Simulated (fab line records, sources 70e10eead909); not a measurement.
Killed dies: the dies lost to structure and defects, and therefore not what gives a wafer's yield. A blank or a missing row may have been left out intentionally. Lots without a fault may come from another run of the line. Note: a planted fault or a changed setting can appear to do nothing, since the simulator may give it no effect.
Matching of chambers    flow nand-harc    rie-diel-10 running NHARC_A_STAIRCASE_ETCH_169: 4 sister chambers
The step etches the open film in CH3F/O2, target depth 50 nm, time 107.1 s. 4 wafers are shown with their chamber, then 6 later ones without.

## WAFERS, EACH WITH ITS CHAMBER
wafer   chamber  showerhead-plenum-p-Torr (Torr)
L748.4  0        2.47
L750.6  1        2.53
L753.1  2        2.41
L753.3  3        2.30

## WAFERS WITHOUT THEIR CHAMBER
wafer   showerhead-plenum-p-Torr (Torr)
L753.5  2.47
L762.1  2.46
L762.4  2.46
L762.5  2.40
L764.1  2.53
L764.2  2.40

## WHICH CHAMBER EACH WENT THROUGH
wafer   from the rows above  in truth
L753.5  0                    0
L762.1  0                    0
L762.4  0                    0
L762.5  2                    2
L764.1  1                    1
L764.2  2                    2
Correct placement for 6 of the 6. Left unplaced by these rows: 0. 0 placed wrongly.
How it was worked out, from the rows above alone: a wafer's distance from a chamber is the root of the sum, over the readings, of the square of ((its reading less the chamber's mean) divided by the reading's scatter). If the next closest chamber is less than 2 further off than the closest, the wafer can't be placed; otherwise it belongs to the closest. A chamber's mean is the mean of its shown wafers. The scatter: with one shown wafer a chamber, the root of the mean of the squares of how far each hidden wafer lies from its nearest shown one.
